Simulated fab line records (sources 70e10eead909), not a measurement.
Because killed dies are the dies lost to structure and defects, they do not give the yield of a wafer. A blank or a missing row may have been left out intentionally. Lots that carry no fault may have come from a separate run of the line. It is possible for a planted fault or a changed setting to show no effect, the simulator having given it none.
Matching of chambers / flow nand-harc / NHARC_P_BONDPAD_CMP_32 on cmp-01 has 4 sister chambers
The step polishes SiCN, target thk 200 nm. 4 wafers are shown with their chamber, then 7 later ones without.

## WAFERS WITH THEIR CHAMBER
wafer=L081.2; chamber=0; motor-current-A (A)=11.6
wafer=L084.4; chamber=1; motor-current-A (A)=12.7
wafer=L087.2; chamber=3; motor-current-A (A)=10.9
wafer=L087.3; chamber=2; motor-current-A (A)=11.1

## WAFERS WITHOUT THEIR CHAMBER
wafer=L087.4; motor-current-A (A)=11.8
wafer=L088.3; motor-current-A (A)=12.8
wafer=L088.4; motor-current-A (A)=10.6
wafer=L090.4; motor-current-A (A)=11.6
wafer=L094.2; motor-current-A (A)=11.0
wafer=L093.1; motor-current-A (A)=11.1
wafer=L096.1; motor-current-A (A)=12.5

## WHICH CHAMBER EACH ONE RAN IN
wafer=L087.4; from the rows above=0; in truth=0
wafer=L088.3; from the rows above=1; in truth=1
wafer=L088.4; from the rows above=can't be placed: 3 or 2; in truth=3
wafer=L090.4; from the rows above=0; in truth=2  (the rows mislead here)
wafer=L094.2; from the rows above=can't be placed: 2 or 3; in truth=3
wafer=L093.1; from the rows above=can't be placed: 2 or 3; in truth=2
wafer=L096.1; from the rows above=1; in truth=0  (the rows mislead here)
Correct placement for 2 of the 7. Unplaceable from these rows: 3, with the true chamber sitting among the candidates in 3. 2 placed wrongly.
How it was worked out, from the rows above alone: a wafer's distance from a chamber is the root of the sum, over the readings, of the square of ((its reading less the chamber's mean) divided by the reading's scatter). The wafer belongs to the nearest chamber; if the next one is less than 2 further off, it can't be placed. The mean given for a chamber averages the wafers shown for that chamber. The scatter: root of mean squared gap, hidden wafer to nearest shown wafer, with one shown wafer a chamber.
